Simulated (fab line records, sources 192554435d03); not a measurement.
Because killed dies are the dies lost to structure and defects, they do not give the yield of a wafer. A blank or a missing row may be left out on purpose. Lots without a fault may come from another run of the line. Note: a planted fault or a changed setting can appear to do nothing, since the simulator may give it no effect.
Code-filled problem report in 8D (eight disciplines) form | flow n5 finfet | the parts of the form that need people (team, actions taken, sign-off) are left out

## 1. WHAT IS WRONG
At N5_BEOL_M8_ETCH_62, bias w averages 170.4 W over 6 wafers from 2 lots, while fault-free wafers read 150.1 W, standard deviation 0.52. Measured from the usual mean, that is +39 standard deviations.
The step: etches SOC in N2/H2, target depth 110 nm, overetch 22 nm, time 165 s.
First seen on wafer L378.2, day 11 00:31, on rie diel-02. The record holds 31 wafers of 11 lots with a number at this step. Rule for "out", or "out of limits": more than 4 standard deviations from the usual mean. All remaining wafers that have a number are taken as sound.

## 2. WHAT IT IS, AND WHAT IT ISN'T
question                    | is                     | is not
which readings at this step | bias w, rf vpp V       | oes product au, rf fwd power W, showerhead plenum p Torr, throttle valve pct
which lots                  | L378, L382             | L372, L373, L376, L389, L390, L391, L392, L394, L395
which wafers of those lots  | all that have a number | -
read on which tools         | rie diel-02            | rie diel-01, rie diel-05
when                        | from day 11 00:31      | up to then (9 sound wafers); but 16 sound wafers of L389, L390, L391, L392, L394, L395 came after

## 3. THE SUSPECTS, EACH WITH WHAT RULES IT OUT
Counting: a tool at a process step up to the reading stays a suspect if it ran every lot that is out and no sound lot after the first of them.
- rie diel-02 at N5_BEOL_M8_ETCH_62 (etches SOC in N2/H2, target depth 110 nm, overetch 22 nm, time 165 s): ruled out as a lasting fault. Following L378 (day 11 00:31), the first lot on it that is out, the sound lots L390 were run on it.
Left after counting: nothing in the record.

## 4. THE CAUSE (what the simulator had put in)
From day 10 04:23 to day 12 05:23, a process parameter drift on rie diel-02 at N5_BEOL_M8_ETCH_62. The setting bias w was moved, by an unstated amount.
Counting ruled it out, wrongly.

## 5. SEQUENCE OF EFFECTS, ordered by route
One row per reading whose mean, taken over the struck wafers that have a number, lies over 3 standard deviations from the usual. Only readings for which the record gives a usual standard deviation are gone through. hours: the time from each lot's start at the first step in this table that gives one to its start at this step, as a median over the lots. sigmas: the change in usual standard deviations.
hours | step               | reading  | usual   | on struck wafers | change | sigmas
0     | N5_BEOL_M8_ETCH_62 | bias w   | 150.1 W | 170.4            | +20.3  | +39
0     | N5_BEOL_M8_ETCH_62 | rf vpp V | 525.2 V | 568.8            | +43.6  | +20
The process steps in it:
- N5_BEOL_M8_ETCH_62: etches SOC in N2/H2, target depth 110 nm, overetch 22 nm, time 165 s.

## 6. WHAT WOULD HAVE CAUGHT IT SOONER
20 hours passed between the start of the fault at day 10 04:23 and the first reading out of limits in this record, taken at day 11 00:31.
